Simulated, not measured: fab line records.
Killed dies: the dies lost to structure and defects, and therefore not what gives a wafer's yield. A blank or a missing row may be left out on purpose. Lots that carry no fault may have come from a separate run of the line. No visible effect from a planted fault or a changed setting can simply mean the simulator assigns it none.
A struck lot beside a sound one + flow nand harc + 25 out of 1159 route steps
Sound: wafers L400.1, L400.3, L400.4. Struck: wafer L408.4 (left out: L408.5, L408.6 of the same lot, which were not struck); the cause appears at the end.
For every step that has rows: the tool of each side, followed by ch and its chambers, followed by its first start. Under that, the readings that differ: sound wafers + struck wafers + difference of the means + sigmas: that difference in standard deviations of wafers without a fault.
alike: readings with means less than 2 such deviations apart, plus words and numbers identical on both sides. not compared: withheld readings, readings lacking a value on some wafer, bounds such as >300 that could conceal the same value, and numbers that have no deviation in the record and whose values overlap.
The two part at a step that has a row with sigmas, a row that says differs or no value, or rows on one side only. Numbers that have no deviation but don't overlap get no sigmas and don't part them. A reading that every wafer of one side lacks parts them only if that side has two wafers or more.

NHARC_P_CONTACT_DEP_30: deposits SiNx, target thk 30 nm.
  sound on pecvd-01 ch 0,2, day 6 09:08; struck on pecvd-02 ch 2, day 8 16:22
  alike: heater power w
NHARC_P_CONTACT_DEP_00: deposits SiO2, target thk 500 nm.
  sound on pecvd-01 ch 0,2, day 6 09:29; struck on pecvd-02 ch 2
  alike: heater power w, throttle valve pct
then, 9 steps without rows for these wafers: NHARC_P_CONTACT_CMP_01 (polishes SiO2, target thk 200 nm); NHARC_P_CONTACT_SRD_03; NHARC_P_CONTACT_DEHYDRATE_04 (time 120 s); NHARC_P_CONTACT_HMDS_05 (time 30 s); NHARC_P_CONTACT_COAT_33 (time 75 s); NHARC_P_CONTACT_COAT_34 (time 65 s); NHARC_P_CONTACT_COAT_06 (resist thk 90 nm); NHARC_P_CONTACT_SOFTBAKE_07 (time 55 s); NHARC_P_CONTACT_EBR_08.
NHARC_P_CONTACT_EXPOSE_09: exposes mask P CA, target cd 90 nm.
  sound on arfi scanner-01 ch 0, day 6 10:47; struck on arfi scanner-03 ch 0, day 8 17:50
  alike: mask
then, 2 steps without rows for these wafers: NHARC_P_CONTACT_PEB_10 (peb time 65 s); NHARC_P_CONTACT_DEVELOP_11 (develop time 35 s).
NHARC_P_CONTACT_CD_MEAS_12 targets a cd of 90 nm.
  sound on cd sem-01 ch 0, day 6 10:55; struck on cd sem-01 ch 0
| reading    | sound          | struck | difference | sigmas |
|------------|----------------|--------|------------|--------|
| cd nm (nm) | 89.9 89.3 89.1 | 79.2   | -10.2      | -20    |
  not compared: hold
NHARC_P_CONTACT_OVL_MEAS_13:
  sound on overlay-01 at day 6 11:01; struck on overlay-02 at day 8 19:19
| reading | sound | struck                   | difference                   | sigmas |
|---------|-------|--------------------------|------------------------------|--------|
| hold    | - - - | await dispo/1.1h/release | no value on the sound wafers |        |
  alike: overlay x nm, overlay y nm
NHARC_P_CONTACT_INSPECT_14:
  sound on defect inspect-01 at day 6 11:03; struck on defect inspect-01 at day 8 19:21
  alike: raw defect count
NHARC_P_CONTACT_DESCUM_17: chemistry O2, time 3 s.
  sound on rie diel-02 ch 0,1,2, day 6 11:07; struck on rie diel-09 ch 0, day 8 19:26
| reading                    | sound            | struck | difference | sigmas |
|----------------------------|------------------|--------|------------|--------|
| model.P_CONTACT.cd nm (nm) | 89.8 89.66 88.94 | 79.23  | -10.24     |        |
  alike: drypump motor current A, oes product au, rf vpp V, showerhead plenum p Torr, throttle valve pct
  not compared: rf hours counter h
NHARC_P_CONTACT_ETCH_35: etches the open film in CF4, target depth 39 nm, time 65 s.
  sound on rie diel-02 ch 0,2,3, day 6 11:12; struck on rie diel-09 ch 0, day 8 19:34
| reading                | sound    | struck | difference | sigmas |
|------------------------|----------|--------|------------|--------|
| rf hours counter h (h) | 17 17 15 | 10     | -6         |        |
  alike: drypump motor current A, oes product au, rf vpp V, showerhead plenum p Torr, throttle valve pct
NHARC_P_CONTACT_ETCH_36: etches the open film in N2/H2, target depth 260 nm, time 406.25 s.
  sound: rie diel-02 ch 0,1,3; struck: rie diel-09 ch 3
| reading                         | sound             | struck | difference | sigmas |
|---------------------------------|-------------------|--------|------------|--------|
| rf hours counter h (h)          | 17 17 15          | 9      | -7         |        |
| rf vpp V (V)                    | 428.1 428.2 428.6 | 435.3  | +7.0       | +2     |
| showerhead plenum p Torr (Torr) | 1.97 1.98 2.00    | 2.21   | +0.23      | +2     |
  alike: drypump motor current A, oes product au, throttle valve pct
NHARC_P_CONTACT_ETCH_18: etches the open film in C4F8/O2/Ar, target depth 481 nm, time 240.5 s.
  sound: rie diel-02 ch 0,2,3; struck: rie diel-09 ch 1
| reading                | sound    | struck | difference | sigmas |
|------------------------|----------|--------|------------|--------|
| rf hours counter h (h) | 17 18 15 | 8      | -9         |        |
  alike: oes product au, rf vpp V
then, 1 step without rows for these wafers: NHARC_P_CONTACT_STRIP_37 (strips in C4F8/O2/Ar).
NHARC_P_CONTACT_ETCH_31: etches the open film in CH3F/O2, target depth 30 nm, time 85.7 s.
  sound: rie diel-02 ch 0,1,3; struck: rie diel-09 ch 0
| reading                    | sound             | struck | difference | sigmas |
|----------------------------|-------------------|--------|------------|--------|
| rf hours counter h (h)     | 17 18 15          | 11     | -6         |        |
| model.P_CONTACT.cd nm (nm) | 89.78 88.97 87.73 | 78.35  | -10.48     |        |
  alike: drypump motor current A, oes product au, rf vpp V, showerhead plenum p Torr, throttle valve pct
NHARC_P_CONTACT_CD_MEAS_19:
  sound on cd sem-02 at day 6 11:59; struck on cd sem-01 at day 8 20:42
| reading    | sound          | struck | difference | sigmas |
|------------|----------------|--------|------------|--------|
| cd nm (nm) | 89.6 89.0 87.9 | 78.2   | -10.6      | -10    |
  not compared: hold
-- jump in the record: it breaks off in module P_CONTACT and resumes in module END (first step shown: number 1159 of the route), and 15 days separate the struck wafers' starts before and after --
NHARC_END_SORT_01:
  sound on prober-01 ch 0, day 19 22:43; struck on prober-01 ch 0, day 23 22:36
| reading             | sound    | struck                   | difference                   | sigmas |
|---------------------|----------|--------------------------|------------------------------|--------|
| hold                | - - -    | await dispo/2.8h/release | no value on the sound wafers |        |
| killed at periphery | 4 1 2    | 35                       | +33                          | +16    |
| killed dies         | 31 29 28 | 50                       | +21                          | +2     |
| killed open         | 2 6 3    | 0                        | -4                           | -2     |
  alike: killed at array, killed at other, killed short

== WHERE THEY PART ==
Earliest at NHARC_P_CONTACT_CD_MEAS_12; latest, in this record, at NHARC_END_SORT_01.

WHY: what had been put in by the simulator
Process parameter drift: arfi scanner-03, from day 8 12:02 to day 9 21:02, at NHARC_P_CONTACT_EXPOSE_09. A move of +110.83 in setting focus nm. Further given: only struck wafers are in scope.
